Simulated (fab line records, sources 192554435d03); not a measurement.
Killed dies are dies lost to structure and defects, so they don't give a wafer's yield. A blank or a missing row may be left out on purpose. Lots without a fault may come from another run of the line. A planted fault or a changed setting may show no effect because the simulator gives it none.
Split-lot experiment | flow n5_finfet | 7 lots, 21 wafers read, on a route of 1938 steps

THE SPLIT
At N5_BEOL_M13_ILD_DEP_00 (deposits SiOC from DEMS/O2, target thk 837.92 nm, time 166.4 s), the setting time_s was moved away from the recipe's 166.4 s on 5 of the 21 wafers read, by -11.2% to +7.8%. The other wafers ran this setting at the recipe's value.

The file shows no step between the split and the reading.

THE READING
M13_ILD_THK, in nm, at N5_BEOL_M13_THK_MEAS_01. Fault-free wafers of this fab line usually give 837 nm, standard deviation 13 nm.

wafer  | tool, chamber at the split | time_s as run, s | against the recipe | M13_ILD_THK, nm | against lot-mates on the recipe
L074.1 | pecvd-04, 2                | 166.4            | recipe             | 823             | -
L074.4 | pecvd-04, 0                | 166.4            | recipe             | 851             | -
L074.5 | pecvd-04, 2                | 166.4            | recipe             | 831             | -
L075.3 | pecvd-03, 0                | 179.3            | +7.8%              | 894             | +62
L075.4 | pecvd-03, 2                | 166.4            | recipe             | 839             | -
L075.5 | pecvd-03, 1                | 166.4            | recipe             | 826             | -
L076.3 | pecvd-04, 0                | 147.8            | -11.2%             | 763             | -74
L076.4 | pecvd-04, 2                | 166.4            | recipe             | 840             | -
L076.6 | pecvd-04, 2                | 166.4            | recipe             | 833             | -
L078.2 | pecvd-01, 1                | 166.4            | recipe             | 821             | -
L078.5 | pecvd-01, 0                | 177.9            | +6.9%              | 896             | +75
L078.6 | pecvd-01, 1                | 177.9            | +6.9%              | 897             | +76
L089.1 | pecvd-04, 0                | 166.4            | recipe             | 838             | -
L089.3 | pecvd-04, 2                | 179.1            | +7.6%              | 892             | +54
L089.4 | pecvd-04, 2                | 166.4            | recipe             | 838             | -
L091.2 | pecvd-04, 0                | 166.4            | recipe             | 827             | -
L091.3 | pecvd-04, 0                | 166.4            | recipe             | 862             | -
L091.4 | pecvd-04, 1                | 166.4            | recipe             | 854             | -
L092.1 | pecvd-03, 0                | 166.4            | recipe             | 843             | -
L092.2 | pecvd-03, 1                | 166.4            | recipe             | 835             | -
L092.4 | pecvd-03, 0                | 166.4            | recipe             | 854             | -

THE FIT
A straight line over all 21 wafers: M13_ILD_THK changes by +7.29 nm for each +1% of time_s; r = +0.94; the points scatter about the line by 11 nm.
The same after taking each lot's own level away (the mean of its wafers on the recipe; 21 wafers): +8.01 nm for each +1%; r = +0.95; scatter 11 nm.
On that fit, the largest move of time_s shifts the reading by 89 nm.
The lots' own levels span 821.0 to 847.7 nm, that is 2.1 times the standard deviation above.
So the lot-to-lot level changes the slope little: the two slopes agree.
Check: with one of the wafers moved furthest among these (-11.2%) left out of the fit, the line predicts -101 nm for it against its lot-mates. It came out at -73.5 nm against them.

OTHER SPLITS ON THESE WAFERS
These wafers also went through other splits before the reading. Each is held against what the fit with the lots' levels taken away leaves over:
other split on the same wafers        | wafers away from the commonest value | r with M13_ILD_THK (lot level and that fit taken away)
N5_BEOL_M6_DESCUM_33 time_s           | 9                                    | -0.32
N5_BEOL_M6_ETCH_66 bias_w             | 4                                    | -0.43
N5_BEOL_M6_ALD_77 ald_cycles          | 8                                    | -0.10
N5_BEOL_M7_DESCUM_33 time_s           | 6                                    | -0.32
N5_BEOL_M7_TRENCH_ETCH_37 time_s      | 3                                    | +0.53
N5_BEOL_M8_TRENCH_ETCH_37 source_w    | 10                                   | +0.16
N5_BEOL_M10_COAT_60 spin_rpm          | 5                                    | +0.08
N5_BEOL_M10_DEVELOP_10 develop_time_s | 4                                    | +0.21
N5_BEOL_M12_PEB_08 peb_time_s         | 7                                    | -0.05

THE WHOLE CHAIN: every reading that the file lists as answering this split, in the file's order
step                    | what it does                                                   | reading                                                                             | change (the file's fit)              | r (the file's)
N5_BEOL_M13_ILD_DEP_00  | deposits SiOC from DEMS/O2, target thk 837.92 nm, time 166.4 s | SiOC_of_BEOL_M13_ILD_DEP_00.thk_nm (the simulator's own value, which no gauge read) | +7.65 nm for each +1% of the setting | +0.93
N5_BEOL_M13_THK_MEAS_01 |                                                                | M13_ILD_THK                                                                         | +7.64 for each +1% of the setting    | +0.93

THE FILE'S OWN FIT
M13_ILD_THK changes by +7.64 nm for each +1% of time_s, r = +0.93.
